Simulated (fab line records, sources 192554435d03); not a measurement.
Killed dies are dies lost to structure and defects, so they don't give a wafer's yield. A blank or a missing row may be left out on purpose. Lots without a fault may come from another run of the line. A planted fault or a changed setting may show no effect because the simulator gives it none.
Chamber matching | flow n5_finfet | N5_BEOL_M6_ILD_DEP_00 on pecvd-01: 3 sister chambers
The step deposits SiCOH lowk from DEMS/porogen, target thk 179.75 nm, time 33.4 s. 3 wafers are shown with their chamber, then 8 later ones without.

WAFERS WITH THEIR CHAMBER
wafer  | chamber | throttle_valve_pct (%)
L078.6 | 1       | 13.3
L085.6 | 0       | 14.9
L087.1 | 2       | 12.9

WAFERS WITHOUT THEIR CHAMBER
wafer  | throttle_valve_pct (%)
L087.2 | 15.2
L087.6 | 12.9
L094.1 | 13.2
L094.3 | 13.2
L094.4 | 13.2
L096.1 | 13.1
L096.5 | 14.9
L096.6 | 12.9

WHICH CHAMBER EACH WENT THROUGH
wafer  | from the rows above     | in truth
L087.2 | 0                       | 0
L087.6 | 2                       | 2
L094.1 | can't be placed: 1 or 2 | 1
L094.3 | can't be placed: 1 or 2 | 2
L094.4 | can't be placed: 1 or 2 | 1
L096.1 | can't be placed: 2 or 1 | 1
L096.5 | 0                       | 0
L096.6 | 2                       | 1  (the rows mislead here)
Placed correctly: 3 of 8. Can't be placed from these rows: 4 (the true chamber is among the candidates in 4). Placed wrongly: 1.
How it was worked out, from the rows above alone: a wafer's distance from a chamber is the root of the sum, over the readings, of the square of ((its reading less the chamber's mean) divided by the reading's scatter). The wafer belongs to the nearest chamber; if the next one is less than 2 further off, it can't be placed. A chamber's mean is the mean of its shown wafers. The scatter: with one shown wafer a chamber, the root of the mean of the squares of how far each hidden wafer lies from its nearest shown one.
